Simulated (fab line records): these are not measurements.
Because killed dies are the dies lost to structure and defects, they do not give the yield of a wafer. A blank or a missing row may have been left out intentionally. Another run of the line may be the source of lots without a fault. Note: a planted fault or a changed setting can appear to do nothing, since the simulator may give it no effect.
fab line records	flow n5Finfet
record: lots: 5	wafers: 15	lastDay: 15
route steps=1938 shown BEOL_M4@1099 BEOL_M5@1112 BEOL_M9@1460 PASSIVATION@1936
lots with no fault: from the same line, run without faults
startH: hours from the record's opening day to when the first of the lot's shown wafers began	waitH: time in hours since the lot's previous step	" unchanged from the row above	L1.1+2: several wafers, shown together as one row	- value missing, or start not given	* or withheld: withheld	< > ~ a bound
route shown NAME@n: names a module that has steps shown in the file, with the first one's number in the route	usual: mean and standard deviation over wafers with no fault	same: alike in all rows	chamber/n: place in a boat	sites: each site's reading	_std_site: standard deviation across them	_edge_site: the outer-site mean with the inner-site mean subtracted	radiusMm: for every site, how far away it sits from the centre of the wafer	mask NAME#n: copy n	behind: the last tool/chamber to shape the wafer	hold: the reason the lot was held/the length of the hold in hours/how it ended	device: the n, p or np transistor that did not switch	end of line: the tests these same wafers got at the end of their route	for a step that has no rows: nothing shown but its recipe	killed: dies lost to structure and defects at the first sort, not the wafer's yield	map: dies across one wafer; x = killed, . = not, _ = none there
set.NAME: the setting as run; set.NAME@STEP: as run at that earlier step	model.NAME: the simulator's own value behind a step, which no gauge read
a table for each step, a row for each wafer; lots at some steps of the route
services: a tool's chamber out of use, with start hour (startH, from the record's first day; less than 0 if before it), hours out, and reason
== steps ==
step: N5_BEOL_M4_ANNEAL_95
recipe: tempC: 400	timeS: 240	ambient: vacuum
step: N5_BEOL_M4_SPUTTER_96
recipe: material: Cu	targetThkA: 45	tempC: -20	chamberPressurePa: 0.07	powerW: withheld	timeS: 8.29
step: N5_BEOL_M4_ECD_50
recipe: material: Cu	targetThkA: 3000
step: N5_BEOL_M4_ANNEAL_51
recipe: tempC: 225	timeS: 90	ambient: N2
step: N5_BEOL_M4_CMP_52
recipe: stopOn: SiOC	tOverpolishS: 6.8	downForcePsi: 1	platenRpm: 50	clearingPlatenDownForcePsi: 1.5	clearingPlatenRpm: 50	postCmpClean: cuAlkaline	targetThkNm: 40	clearingPlatenPadVelocityMS: 0.99484	padVelocityMS: 0.99484
step: N5_BEOL_M4_PRE_CLEAN_60
recipe: gas: NH3/H2	timeS: 15	tempC: *	rfPowerW: 300
step: N5_BEOL_M4_CO_CAP_55
recipe: material: Co	targetThkA: 20	tempC: 200	precursor: CCTBA/H2	pressureTorr: 30	timeS: 102.1
step: N5_BEOL_M4_PRE_CLEAN_56
recipe: gas: NH3	timeS: 15	tempC: withheld	rfPowerW: 300
step: N5_BEOL_M4_DEP_57
recipe: material: SiCN	targetThkA: 80	tempC: withheld	precursor: 3MS/NH3	pressureTorr: 3	rfW: 202	timeS: 14
step: N5_BEOL_M4_RC_MEAS_101
usual: DIBL_N: 36.3/1.7	DIBL_P: 36.5/1.8	IOFF_N: 0.16/0.033	IOFF_P: 0.21/0.037	ION_N: 675/11	ION_P: 462/7.9	SS_N: 71.6/0.64	SS_P: 73.3/0.68	VT_N: 249/3.3	VT_P: -250/3.3
lot.wafer	tool	chamber	startH	waitH	DIBL_N[mV/V]	DIBL_P[mV/V]	IOFF_N[nA/um]	IOFF_P[nA/um]	ION_N[uA/um]	ION_P[uA/um]	SS_N[mV/dec]	SS_P[mV/dec]	VT_N[mV]	VT_P[mV]
L734.3	prober-02	0	183.16	0.3	34.9	35.6	0.13	0.20	673	467	70.7	72.6	251	-252
L734.4	"	0	"	"	34.9	35.7	0.14	0.21	666	467	71.5	73.5	251	-252
L734.6	"	0	"	"	35.4	36.7	0.15	0.23	685	473	71.4	73.5	251	-248
L739.1	prober-01	0	223.19	0.0	35.6	36.8	0.16	0.23	691	475	71.3	74.3	248	-250
L739.3	"	0	"	"	35.2	35.9	0.15	0.22	679	466	71.8	73.9	252	-250
L739.4	"	0	"	"	35.1	37.3	0.16	0.24	684	468	72.2	73.7	250	-249
L738.4	prober-02	0	224.24	0.6	36.8	36.9	0.14	0.19	669	451	71.4	73.1	253	-252
L738.5	"	0	"	"	36.0	36.4	0.13	0.17	657	448	70.8	72.8	250	-257
L738.6	"	0	"	"	35.1	36.4	0.13	0.19	672	463	70.9	74.2	251	-253
L740.2	prober-01	0	225.41	0.2	34.4	32.5	0.13	0.16	660	450	71.4	72.5	252	-255
L740.3	"	0	"	"	36.8	36.6	0.17	0.21	674	455	71.7	73.4	250	-252
L740.6	"	0	"	"	36.9	36.5	0.18	0.21	671	458	71.9	73.2	247	-252
L748.1	prober-01	0	267.45	0.0	35.8	34.5	0.14	0.20	665	465	71.5	71.9	254	-250
L748.2	"	0	"	"	36.5	34.3	0.15	0.20	667	457	71.8	72.8	252	-249
L748.3	"	0	"	"	38.4	38.6	0.19	0.27	675	465	72.3	73.7	249	-246
step: N5_BEOL_M5_ILD_DEP_00
recipe: material: SiCOH_lowk	targetThkA: 1406.4	tempC: 300	precursor: DEMS/porogen	pressureTorr: 5	rfW: 500	timeS: 25.9
step: N5_BEOL_M5_CURE_79
recipe: tempC: 385	timeS: 240	ambient: He/Ar	material: SiCOH_lowk
step: N5_BEOL_M5_PECVD_70
recipe: material: SiO2	targetThkA: 160	tempC: 400	precursor: TEOS/O2	pressureTorr: 5.5	rfW: 450	teosFlowSccm: 53.8	gas: O2	flowSccm: 3000	timeS: 18
step: N5_BEOL_M5_HM_DEP_02
recipe: material: TiN	targetThkA: 200	tempC: 25	chamberPressurePa: 0.49996
step: N5_BEOL_M5_COAT_59
recipe: resist: SOC	tempC: 250	timeS: 60	spinRpm: 1500	resistThkNm: 60
step: N5_BEOL_M5_COAT_60
recipe: resist: SiARC	tempC: 220	timeS: 60	spinRpm: 1500	resistThkNm: 12
step: N5_BEOL_M5_COAT_71
recipe: resist: underlayer	tempC: 205	timeS: 60	spinRpm: 1500	resistThkNm: 5
step: N5_BEOL_M5_COAT_05
recipe: resist: CAR-EUV	spinRpm: 1500	resistThkNm: 30
step: N5_BEOL_M5_EBR_07
recipe: solvent: PGMEA	ebrWidthMm: 1.5
step: N5_BEOL_M5_SOFTBAKE_06
recipe: tempC: 110	timeS: 60	resist: CAR-EUV
step: N5_BEOL_M5_EXPOSE_08
recipe: maskId: M5	na: 0.33	sourceShape: annular	sigmaInner: 0.4	sigmaOuter: 0.8	polarization: unpolarized	targetCdNm: 28	doseMj: 35.75
step: N5_BEOL_M5_PEB_09
recipe: pebTempC: 100	pebTimeS: 60	resist: CAR-EUV
step: N5_BEOL_M5_DEVELOP_10
recipe: developTimeS: 30	developer: TMAH	resist: CAR-EUV	rinseLiquid: surfactantRinse	dry: airSpin	devTempC: 23
step: N5_BEOL_M5_DESCUM_16
recipe: chemistry: O2	timeS: 7	sourcePowerW: 50	biasPowerW: 20	pressureMtorr: 20	rfFrequencyHz: 2.712e+07	tempC: 40	resist: CAR-EUV	o2FlowSccm: 225
step: N5_BEOL_M5_ETCH_72
recipe: chemistry: N2/H2	target: underlayer	targetDepthA: 65	maskMaterial: CAR-EUV	timeS: 5.2	ionEnergyEv: 200	pressureMtorr: 30	sourceW: 840	biasW: 150	n2FlowSccm: 200	h2FlowSccm: 200	ends: cleared
step: N5_BEOL_M5_ETCH_61
recipe: chemistry: CF4	target: SiARC	targetDepthA: 156	maskMaterial: CAR-EUV	timeS: 26	ionEnergyEv: 80	pressureMtorr: 40	sourceW: 545	biasW: 36	Ar_flow_sccm: 100	cf4FlowSccm: 100	ends: cleared
step: N5_BEOL_M5_ETCH_62
recipe: chemistry: N2/H2	target: SOC	targetDepthA: 750	overetchA: 150	maskMaterial: SiARC	tempC: 40	timeS: 112.5	ionEnergyEv: 200	pressureMtorr: 30	sourceW: 840	biasW: 150	n2FlowSccm: 200	h2FlowSccm: 200
step: N5_BEOL_M5_STRIP_63
recipe: chemistry: N2/H2	tempC: 40	n2FlowSccm: 200	h2FlowSccm: 200	rfFrequencyHz: 6e+07
step: N5_BEOL_M5_STRIP_73
recipe: chemistry: N2/H2	tempC: 40	n2FlowSccm: 200	h2FlowSccm: 200	rfFrequencyHz: 6e+07
step: N5_BEOL_M5_STRIP_64
recipe: chemistry: CF4	resist: SiARC	powerW: 300	biasPowerW: 75	pressureMtorr: 50	cf4FlowSccm: 150	rfFrequencyHz: 6e+07
step: N5_BEOL_M5_HM_OPEN_17
recipe: chemistry: Cl2/BCl3	targetDepthA: 200	overetchA: 60	target: TiN	maskMaterial: SOC	ionEnergyEv: 150	pressureMtorr: 10	icpW: 1000	biasW: 126	Cl2_flow_sccm: 53.25	bcl3FlowSccm: 21.75	Ar_flow_sccm: 25
step: N5_BEOL_M5_STRIP_19
recipe: chemistry: O2	powerW: 400	tempC: 40	pressureMtorr: 30	rfFrequencyHz: 6e+07	biasPowerW: 0	overashFraction: 0.2	o2FlowSccm: 225
step: N5_BEOL_M5_COAT_65
recipe: resist: SOC	tempC: 250	timeS: 60	spinRpm: 1500	resistThkNm: 60
step: N5_BEOL_M5_COAT_66
recipe: resist: SiARC	tempC: 220	timeS: 60	spinRpm: 1500	resistThkNm: 12
step: N5_BEOL_M9_CVD_78
recipe: material: Co	targetThkA: 20	tempC: withheld	precursor: CCTBA/H2	pressureTorr: 30	timeS: 138.9
usual: chamberPressureTorr: 30.00/0.06	runLengthS: 161.7/0.42
lot.wafer	tool	chamber	startH	waitH	chamberPressureTorr	runLengthS	sinceWetCleanH
L734.3	cvdCo-01	0	224.32	0.1	29.99	161.4	766
L734.4	"	1	"	"	29.94	161.7	-
L734.6	"	2	"	"	29.95	162.2	-
L739.1	cvdCo-01	2	265.65	0.0	-	-	-
L739.3	"	0	"	"	-	-	-
L739.4	"	2	"	"	-	-	-
L738.4	cvdCo-02	1	266.99	0.1	-	-	-
L738.5	"	0	"	"	-	-	-
L738.6	"	2	"	"	-	-	-
L740.2	cvdCo-02	1	271.00	0.1	-	-	-
L740.3	"	2	"	"	-	-	-
L740.6	"	2	"	"	-	-	-
L748.1	cvdCo-02	0	312.73	0.0	30.10	162.1	1073
L748.2	"	2	"	"	30.02	161.9	613
L748.3	"	1	"	"	30.02	160.8	176
step: N5_BEOL_M9_CMP_52
recipe: stopOn: SiCOH_lowk	tOverpolishS: 7	downForcePsi: 1	platenRpm: 50	clearingPlatenDownForcePsi: 1.5	clearingPlatenRpm: 50	postCmpClean: cuAlkaline	targetThkNm: 140	clearingPlatenPadVelocityMS: 0.99484	padVelocityMS: 0.99484
usual: barrierFieldEndpointS: 28.9/0.6	clearingPlatenRpm: 49.999/0.029	motorCurrentA: 6.2/0.67	padLifeWafers: 1132/680
lot.wafer	tool	chamber	startH	waitH	barrierFieldEndpointS	clearingPlatenRpm	motorCurrentA	padLifeWafers
L734.3	cmp-04	1	225.54	0.2	28.5	49.994	6.4	1764
L734.4	"	2	"	"	29.4	49.983	5.9	1765
L734.6	"	1	"	"	29.6	50.003	6.4	-
L739.1	cmp-02	1	266.32	0.3	25.8	50.073	6.1	1176
L739.3	"	2	"	"	26.6	49.961	5.6	1177
L739.4	"	0	"	"	27.4	50.018	5.9	1179
L738.4	cmp-02	0	267.83	0.1	26.7	49.968	5.8	1200
L738.6	"	0	"	"	27.1	49.943	5.9	-
L738.5	"	1	"	"	26.9	50.011	6.2	-
L740.2	cmp-01	2	273.26	0.2	26.7	50.008	6.7	270
L740.3	"	3	"	"	26.2	50.016	7.1	271
L740.6	"	2	"	"	26.7	49.987	7.2	-
L748.1	cmp-01	1	313.40	0.3	28.8	50.005	5.0	600
L748.3	"	2	"	"	28.2	50.050	7.0	601
L748.2	"	3	"	"	28.0	49.992	6.9	602
step: N5_PASSIVATION_PROBE_49
usual: defectLimitedYield: 91.3/1.5	killed_at_M0_to_M3: 34/9.4	killed_at_M4_up: 13/5.3	killedAtContacts: 13/5.7	killedAtFrontEnd: 40/10	killedAtOther: 3.7/2.8	killedDies: 103/17	killedOnRim: 13/4.2	killedOpen: 67/13	killedShort: 35/8.5	sort_bin_5_function: 5.0/0.98	sort_bin_6_memory: 3.3/0.7	sortNPass: 1077/17	sortYieldPct: 91.3/1.5
same: grossDies: 1180	killedAtBackSide: 0	sort_bin_4_leakage[%]: 0	sort_bin_8_speed[%]: 0
lot.wafer	tool	chamber	startH	waitH	defectLimitedYield[%]	killed_at_M0_to_M3	killed_at_M4_up	killedAtContacts	killedAtFrontEnd	killedAtOther	killedDies	killedOnRim	killedOpen	killedShort	sort_bin_5_function[%]	sort_bin_6_memory[%]	sortNPass	sortYieldPct[%]
L734.3	prober-01	-	289.61	0.1	91.9	34	11	7	43	0	95	17	62	30	5.3	2.5	1085	91.9
L734.4	prober-01	-	289.66	0.2	93.4	24	10	5	34	5	78	10	52	24	4.2	1.9	1102	93.4
L734.6	prober-01	-	289.76	0.3	90.9	33	11	14	39	10	107	19	74	32	5.8	3.0	1073	90.9
L739.1	prober-02	-	326.67	0.1	19.2	25	876	12	39	2	954	123	60	28	67.1	13.5	226	19.2
L739.3	prober-02	-	326.77	0.2	18.5	31	891	9	29	2	962	86	54	30	68.7	12.3	218	18.5
L739.4	prober-02	-	326.82	0.3	17.4	14	914	11	35	1	975	125	41	27	69.0	13.5	205	17.4
L738.4	prober-01	-	331.44	0.2	18.7	22	905	8	21	3	959	145	38	22	70.1	11.2	221	18.7
L738.5	prober-01	-	331.49	0.2	19.2	36	881	3	30	3	953	124	35	39	68.2	11.8	227	19.2
L738.6	prober-01	-	331.54	0.3	18.8	25	905	3	19	6	958	75	35	29	69.8	11.1	222	18.8
L740.2	prober-02	-	331.69	0.1	19.2	31	870	3	36	14	954	151	63	44	65.9	14.2	226	19.2
L740.3	prober-02	-	331.74	0.1	18.8	36	871	8	40	3	958	95	67	28	67.5	13.0	222	18.8
L740.6	prober-02	-	331.89	0.3	18.4	42	876	7	34	4	963	94	71	26	69.4	11.9	217	18.4
L748.1	prober-02	-	369.78	0.0	92.4	29	10	22	28	1	90	12	66	24	3.7	3.8	1090	92.4
L748.2	prober-02	-	369.83	0.1	92.5	25	7	9	40	7	88	11	52	35	4.2	2.6	1092	92.5
L748.3	prober-02	-	369.88	0.1	91.8	39	5	15	36	2	97	11	63	34	5.0	2.8	1083	91.8
killed by level:class
L734.3 STI_FIN_REVEAL:geometricParticle:open=19 BEOL_M1:geometricParticle:open=10 FIN_SAQP:geometricParticle:short=8 MOL_CONTACT_COAG:geometricParticle:open=6 BEOL_M3:geometricParticle:open=5 GATE_CUT:geometricParticle:short=4 BEOL_M0_SAQP:geometricParticle:open=4 BEOL_M0:geometricParticle:open=4
L734.4 STI_FIN_REVEAL:geometricParticle:open=14 FIN_SAQP:geometricParticle:short=5 BEOL_M0_SAQP:geometricParticle:open=5 BEOL_M2:geometricParticle:open=5 STI_FIN_REVEAL:geometricParticle:short=4 MOL_CONTACT_COAG:geometricParticle:open=4 BEOL_M1:geometricParticle:open=4 BEOL_M4:geometricParticle:open=4
L734.6 STI_FIN_REVEAL:geometricParticle:open=14 BEOL_M1:geometricParticle:open=9 MOL_CONTACT_COAG:geometricParticle:open=8 STARTING-WAFER:geometricParticle:open=7 FIN_SAQP:geometricParticle:short=6 FIN_SAQP:geometricParticle:open=6 MOL_CONTACT_COAG:geometricParticle:short=6 BEOL_M3:geometricParticle:open=6
L739.1 BEOL_M9:areaCvd=532 BEOL_M9:interfaceVoidOpened=332 GATE_CUT:geometricParticle:short=8 STI_FIN_REVEAL:geometricParticle:open=8 MOL_CONTACT_COAG:geometricParticle:open=8 BEOL_M1:geometricParticle:open=8 FIN_SAQP:geometricParticle:open=7 DUMMY_GATE:geometricParticle:open=5
L739.3 BEOL_M9:areaCvd=526 BEOL_M9:interfaceVoidOpened=352 MOL_CONTACT_COAG:geometricParticle:open=9 FIN_SAQP:geometricParticle:short=8 BEOL_M2:geometricParticle:open=7 BEOL_M1:geometricParticle:open=6 STI_FIN_REVEAL:geometricParticle:open=5 BEOL_M1:geometricParticle:short=4
L739.4 BEOL_M9:areaCvd=545 BEOL_M9:interfaceVoidOpened=361 MOL_CONTACT_COAG:geometricParticle:open=7 FIN_SAQP:geometricParticle:short=6 FIN_SAQP:geometricParticle:open=5 STI_FIN_REVEAL:geometricParticle:open=5 GATE_CUT:geometricParticle:short=5 BEOL_M0_SAQP:geometricParticle:open=5
L738.4 BEOL_M9:areaCvd=552 BEOL_M9:interfaceVoidOpened=347 BEOL_M0_SAQP:geometricParticle:open=8 MOL_CONTACT_COAG:geometricParticle:open=5 BEOL_M0_SAQP:geometricParticle:short=5 DUMMY_GATE:geometricParticle:open=4 GATE_CUT:geometricParticle:short=4 MOL_CONTACT_COAG:geometricParticle:short=3
L738.5 BEOL_M9:areaCvd=539 BEOL_M9:interfaceVoidOpened=336 BEOL_M0_SAQP:geometricParticle:open=12 BEOL_M0_SAQP:geometricParticle:short=9 ILD0:geometricParticle:short=6 FIN_SAQP:geometricParticle:short=5 BEOL_M1:geometricParticle:short=4 HKMG_FIN:areaEtch=4
L738.6 BEOL_M9:areaCvd=559 BEOL_M9:interfaceVoidOpened=335 BEOL_M3:geometricParticle:open=7 BEOL_M2:geometricParticle:open=5 FIN_SAQP:geometricParticle:open=4 GATE_CUT:geometricParticle:short=4 BEOL_M0_SAQP:geometricParticle:short=4 BEOL_M1:geometricParticle:short=4
L740.2 BEOL_M9:areaCvd=492 BEOL_M9:interfaceVoidOpened=354 BEOL_M0_SAQP:geometricParticle:short=14 BEOL_M4:geometricParticle:open=12 STI_FIN_REVEAL:geometricParticle:open=6 MIM_TOP_ETCH:geometricParticle:open=6 GATE_CUT:geometricParticle:short=5 BEOL_M0_SAQP:geometricParticle:open=5
L740.3 BEOL_M9:areaCvd=529 BEOL_M9:interfaceVoidOpened=329 BEOL_M0_SAQP:geometricParticle:open=18 FIN_SAQP:geometricParticle:open=11 BEOL_M0_SAQP:geometricParticle:short=7 FIN_SAQP:geometricParticle:short=6 MOL_CONTACT_COAG:geometricParticle:open=6 DUMMY_GATE:geometricParticle:open=5
L740.6 BEOL_M9:areaCvd=544 BEOL_M9:interfaceVoidOpened=322 BEOL_M2:geometricParticle:open=23 STI_FIN_REVEAL:geometricParticle:open=10 MOL_CONTACT_COAG:geometricParticle:open=6 BEOL_M3:geometricParticle:open=6 BEOL_M4:geometricParticle:open=6 BEOL_M0_SAQP:geometricParticle:open=5
L748.1 MOL_CONTACT_COAG:geometricParticle:open=21 BEOL_M2:geometricParticle:open=9 BEOL_M0_SAQP:geometricParticle:open=8 FIN_SAQP:geometricParticle:short=6 FIN_SAQP:geometricParticle:open=5 DUMMY_GATE:geometricParticle:open=5 BEOL_M0_SAQP:geometricParticle:short=5 GATE_CUT:geometricParticle:short=4
L748.2 STI_FIN_REVEAL:geometricParticle:open=13 STI_FIN_REVEAL:geometricParticle:short=6 BEOL_M2:geometricParticle:open=6 MOL_CONTACT_COAG:geometricParticle:open=6 BEOL_M1:geometricParticle:open=6 FIN_SAQP:geometricParticle:short=4 FIN_SAQP:geometricParticle:open=3 GATE_CUT:geometricParticle:short=3
L748.3 BEOL_M3:geometricParticle:open=11 STI_FIN_REVEAL:geometricParticle:open=10 MOL_CONTACT_COAG:geometricParticle:open=10 BEOL_M0_SAQP:geometricParticle:short=7 FIN_SAQP:geometricParticle:short=6 BEOL_M0_SAQP:geometricParticle:open=6 STARTING-WAFER:geometricParticle:short=6 FIN_SAQP:geometricParticle:open=5
map L738.4 (x killed, . not)
_________________xxxxxxxxxxxx________________
______________xxxxxxxxxxxxxxxxxx_____________
___________xxxxxxx.xxxxxxxxxxxxxxxx__________
__________x.xxxxx.xxxxxxxxxxxxxxxxxx_________
________xxxxxxxxxxxxx.xxxxxxxxxxxxxxxx_______
_______xxxxxx.xx.xxxx.xxxxxxxxxx.xxxxxx______
______x.xxxx.xxxx.xxx.xx.xxxxxxxxxxxxxxx_____
_____xxxxxxxxxxx..x.x.x..xxxxxxxxxxxxxxxx____
____xx.x.x.x..xxxxxxx.xxxx.xxxxxx.xxxxxxxx___
___xxxxxxxxxx....xxxx..xxx.xxxxxxxxxxxxxxxx__
___xxx.xxxxxxx.xx.xxx.xx...x..xx.xxxxxxxxxx__
__xxxxxxx..xxx...xxxxxxxxxx.x.x.xxxxxxxxxxxx_
__xxx.x.xxx.xx..xx...xxxx...x.xxxxxxxx.xxxxx_
_xxxx.xxx.x..x..xxxxx..xx.xxxxx.xxxx.xxxx.xxx
_x.xx.xxxxxxxxx.x..xxx.xx..xxx..x...xxxxxxxxx
_xxxxxxxxxxx.x....x.x....x...xxxxxxxxxxxxxxxx
_.xxxxxxx.x.xx.xxx.xxxx.xxx.x.xx....xxxxxxxxx
_xxxxxxxxx.......x.x..xx.xxxxxx.x.xxxxxxxxxxx
_xxxxxxxxx.xxx...xx.xx.x..x.xxxxxxx.xxxxxxxxx
_xxxx.x..xxxxx..x..x..x.xxxxxx....xxxxxxxxxxx
_xxxxxxx.x..x..xxxx.xx..xxx.xx...xxxxxxxxxxxx
__.xxxxxxxxxxx..xx....x.xx...xx.xxx.xxxxxxxx_
__.xxxx....x.xxx..xx..xxxxxxx.xxx..xxxxxxxxx_
___x.x.xxxxxxxxxxxxxx..x.x.xxxxxxxxxxxxxxxx__
___xxxxxx.xxx.x....xxxxxxxxxxxxxxxxxxxxxxxx__
____x.xx.xxxxxxxx.x.xxxxxxxxxxxxx.xxxxxxxx___
_____xxx.x.xxxx..xxx.xxxxxxxxxx.xxxxxxxxx____
______xxxxxxxxxxxx.xxxx.x.xxxxx.xxxxxxxx_____
_______x.xxxxxxxxxxxxxx.xxxxxxxxxxxxxxx______
________xxxxxxxxx.xxxxxxxxxxxxxxxxxxxx_______
__________xx.xxxxxxxxxxxxxxxxxxxxxxx_________
___________xxxxxxxxxxxxxxxxxxxxxxxx__________
______________xxxxxxxxxxxxxxxxxx_____________
_________________xxxxxxxxxxxx________________
map L739.4 (x killed, . not)
_________________xxxxxxxxxx.x________________
______________xxx..xxxxx.xxxxxxx_____________
___________x.x.xx.x.xxxxxxxxxxxxxxx__________
__________x.x.xxxxxxx.xxxxxxxxxxxxxx_________
________xx.x...x..x.x.xx.xxxxxxxxxxxxx_______
_______xx..xxxx.xxxxxxxx.xxxxxxx.xxxxxx______
______x...xxxxxxxx..xx.x.xx.xxx.xxxx.xxx_____
_____xxxxxxxxx.x..xx.x.xxxxxxxxxxxxxxxxxx____
____....xx.xxxxx..xxxxxxxxxxxxxxxxxxxxxxxx___
___..x.....xx..xx.xxxxxxxx.xxx.xxxxxxxxxxxx__
___xx.xxxx.xxxx.x..xxxx.x.xxxxxxxxx.xxxxxxx__
__.xx....x.x.xxx.xxxx.x.xxx.xx.xxxxxxxxxxxxx_
__.....xxx..x.xx.x.xxxxxxxxxxxxxxxxxxxxxxxxx_
_x.xx....xxx.xx.xxxxxxxxxxxxxxxxxxxxxxxxxxxxx
_xxxxxx.xxxxx.x.xx.xxx..xx.xxxxxxxxxxxxxxxxxx
_.xx.xxx.x.xxxxxxxx.x.xxxxxxxxxxxxxxxxxxxxxxx
_..x.xx.xx.xx.xx.xxx.xxxxxxxxxx.xxxxxxxxxxxxx
_..xxxx..xxx...xxxxxxxxxxxx.xxxxxxxxxxxxxxxxx
_.x...xx.x.x.xxxxxxx.xxxxxxxxxxxxxxxxxxxxxxxx
_xx.x.x..x..xxxx.xxxxxxxxxxxxxxxxxxxxxxxxxxxx
_x.x.xxxxx.xxx.x..xxx.x.xxxxxxxxxxxxxxxxxxxxx
__.x.x..xx...xx.xxxxxxxxxxxxx.xxxxxxxxx.xxxx_
__..x.x..xxxx..x.x.xxx.xxxxxxxxxxxxxxxxxxxxx_
___xxxxxx.xxxxx..xx.xxxx.xxxxxxxxxxxxxxxxxx__
___.x.xxx...x.x.xxxxxx.xx.xxxxxxxxxxxxxxxxx__
____xxxx.x.xxxx.xxxxxxxxxxxxxxxxxxxxxxxxxx___
_____xxx.x..xxxx.xxxxxxxxxxxxxxxxxxxxxxxx____
______.xxxx.xxxxxxxxxxxxxxxxxxxxxxxxxxxx_____
_______xxx.xxxxxxxxxx.x.xxxxxxxxxxxxxxx______
________xx.xxxxxx.xxxxx.xxxxxxxxxx.xxx_______
__________x.xxxx..xxxxxxxxxxxxxxxxxx_________
___________xx.xxxxxxxx.xxxxxxxxxxxx__________
______________xxxxxxxxxxx.xxxxxx_____________
_________________xxxxxxxxxxxx________________
== services ==
tool	chamber	startH	hours	kind
cvdCo-02	-	219.85	1.3	repair
cmp-01	-	221.20	4.0	pm
cmp-01	-	225.20	-	consumableReplace:conditioner
cmp-01	-	225.20	-	consumableReplace:pad
cmp-04	-	239.30	0.7	repair
cvdCo-01	1	239.62	15.0	repair
cmp-01	-	247.09	14.3	pm
cmp-04	-	262.37	5.8	repair
cmp-01	-	268.07	5.1	pm
cmp-04	-	279.00	5.4	pm
cmp-04	-	287.56	4.0	pm
cvdCo-01	-	291.13	6.9	pm
cmp-04	-	291.56	-	consumableReplace:conditioner
cmp-04	-	291.56	-	consumableReplace:pad
== key ==
firstSign: step: N5_BEOL_M9_CVD_78	reading: toolRecord	direction: missing
effect: step: N5_BEOL_M9_CMP_52	reading: barrierFieldEndpointS	direction: down	sigmas: 3.7	usual: 28.9	struck: 26.7
effect: step: N5_PASSIVATION_PROBE_49	reading: killed_at_M4_up	direction: up	sigmas: 99+	usual: 13	struck: 888
moreKillsBornAt: N5_BEOL_M9_CVD_78@cvdCo-02: 3215	N5_BEOL_M9_CVD_78@cvdCo-01: 1603
metAt N5_BEOL_M9_CVD_78
struckWafers L738.4,L738.5,L738.6,L739.1,L739.3,L739.4,L740.2,L740.3,L740.6
laterRowsLeftOut L738.4,L738.5,L738.6,L739.1,L739.3,L739.4,L740.2,L740.3,L740.6
onsetBetween 224.32 265.65
fault: kind: skippedStepWhole	tool: cvdCo-01,cvdCo-02	chamber: -	onsetH: 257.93	steps: N5_BEOL_M9_CVD_78	scope: struckLotsOnly
laterRowsLeftOut: the simulator's readings of these wafers behind a module that went badly wrong aren't trusted and aren't shown, but for the sort
